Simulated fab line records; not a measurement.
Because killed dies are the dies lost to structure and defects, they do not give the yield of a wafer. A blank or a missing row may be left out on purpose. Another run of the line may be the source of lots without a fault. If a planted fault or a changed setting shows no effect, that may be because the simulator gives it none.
8D (eight disciplines) problem report, filled in by code + flow n5-finfet + the parts of the form that need people (team, actions taken, sign-off) are left out

## 1. THE PROBLEM
cd-nm at N5_BEOL_M4_CD_MEAS_11 reads a mean of 13.44 nm on 9 wafers of 3 lots; wafers without a fault read 16.83 nm with a standard deviation of 0.28. That is -12 standard deviations from the usual mean.
The step: target cd 16.79 nm.
Earliest sighting: wafer L954.1 on cd-sem-01 at day 10 04:26. Wafers with a number at this step in the record: 27, from 9 lots. Rule for "out", or "out of limits": more than 4 standard deviations from the usual mean. The rest of the wafers with a number are treated as sound.

## 2. WHAT IT IS; WHAT IT IS NOT
| question                    | is                     | is not                                                                         |
|-----------------------------|------------------------|--------------------------------------------------------------------------------|
| which readings at this step | cd-nm                  | -                                                                              |
| which lots                  | L954, L955, L956       | L943, L946, L947, L957, L958, L959                                             |
| which wafers of those lots  | all that have a number | -                                                                              |
| read on which gauges        | cd-sem-01, cd-sem-03   | -                                                                              |
| when                        | from day 10 04:26      | up to then (9 sound wafers); but 9 sound wafers of L957, L958, L959 came after |

## 3. THE SUSPECTS, EACH WITH WHAT RULES IT OUT
Counting: a tool at any process step up to the reading remains a suspect when it ran all the lots that are out and ran no sound lot after the first of those.
- the gauge at N5_BEOL_M4_CD_MEAS_11: ruled out. The wafers that are out were read on 2 gauges (cd-sem-01, cd-sem-03).
- euv-scanner-02 at N5_BEOL_M4_EXPOSE_08 (exposes mask M4): kept. It processed each lot that is out, first L954 at day 10 04:18, and no sound lot thereafter; up to then, the last sound lot it processed was L946 at day 8 13:07. On those wafers its own readings are out: exposure-dose-mJ-cm2.
After counting, what remains is euv-scanner-02 at N5_BEOL_M4_EXPOSE_08.

## 4. THE CAUSE (what the simulator had put in)
Process parameter drift: euv-scanner-02, from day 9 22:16 on, at N5_BEOL_M4_EXPOSE_08. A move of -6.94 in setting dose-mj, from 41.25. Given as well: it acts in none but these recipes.
This tool alone remained once counting was done.

## 5. THE EFFECT CHAIN, in route order
Rows list readings where the struck wafers' mean (over those with a number) sits beyond 3 standard deviations from the usual. Only readings for which the record gives a usual standard deviation are gone through. hours: the time from each lot's start at the first step in this table that gives one to its start at this step, as a median over the lots. sigmas: the change in usual standard deviations.
| hours | step                    | reading              | usual    | on struck wafers | change | sigmas      |
|-------|-------------------------|----------------------|----------|------------------|--------|-------------|
| 0     | N5_BEOL_M4_EXPOSE_08    | exposure-dose-mJ-cm2 | 41.33    | 35.50            | -5.83  | -26         |
| 0     | N5_BEOL_M4_CD_MEAS_11   | cd-nm                | 16.83 nm | 13.44            | -3.39  | -12         |
| 1     | N5_BEOL_M4_CD_MEAS_18   | cd-nm                | 18.1 nm  | 14.7             | -3.4   | -10         |
| 126   | N5_PASSIVATION_PROBE_49 | defect-limited-yield | 91.2 %   | 0.0              | -91.2  | -65         |
| 126   | N5_PASSIVATION_PROBE_49 | killed_at_M4_up      | 13       | 1081             | +1068  | +99 or more |
| 126   | N5_PASSIVATION_PROBE_49 | killed-dies          | 104      | 1180             | +1076  | +63         |
| 126   | N5_PASSIVATION_PROBE_49 | killed-on-rim        | 14       | 152              | +138   | +36         |
| 126   | N5_PASSIVATION_PROBE_49 | sort-n-pass          | 1076     | 0                | -1076  | -63         |
| 126   | N5_PASSIVATION_PROBE_49 | sort-yield-pct       | 91.2 %   | 0.0              | -91.2  | -65         |
The process steps in it:
- N5_BEOL_M4_EXPOSE_08: exposes mask M4.
- N5_PASSIVATION_PROBE_49
At these later measuring or inspecting steps, every struck wafer for which the step has a row has a number for every such reading, and none has moved that far: N5_BEOL_M4_INSPECT_13.

## 6. WHAT WOULD HAVE CAUGHT IT SOONER
Counted from the fault's start at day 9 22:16, it took 6 hours until the first out-of-limits reading at a measuring or inspecting step in this record, taken at day 10 04:26.
Tool's own readings at N5_BEOL_M4_EXPOSE_08, exposure-dose-mJ-cm2: out on all struck wafers the step has rows for; an alarm limit on them would have tripped on the first.
Lots out: 3; of these, L956, L955 started N5_BEOL_M4_EXPOSE_08 on euv-scanner-02 after day 10 04:26. A hold on the tool at that time would have spared those 2.
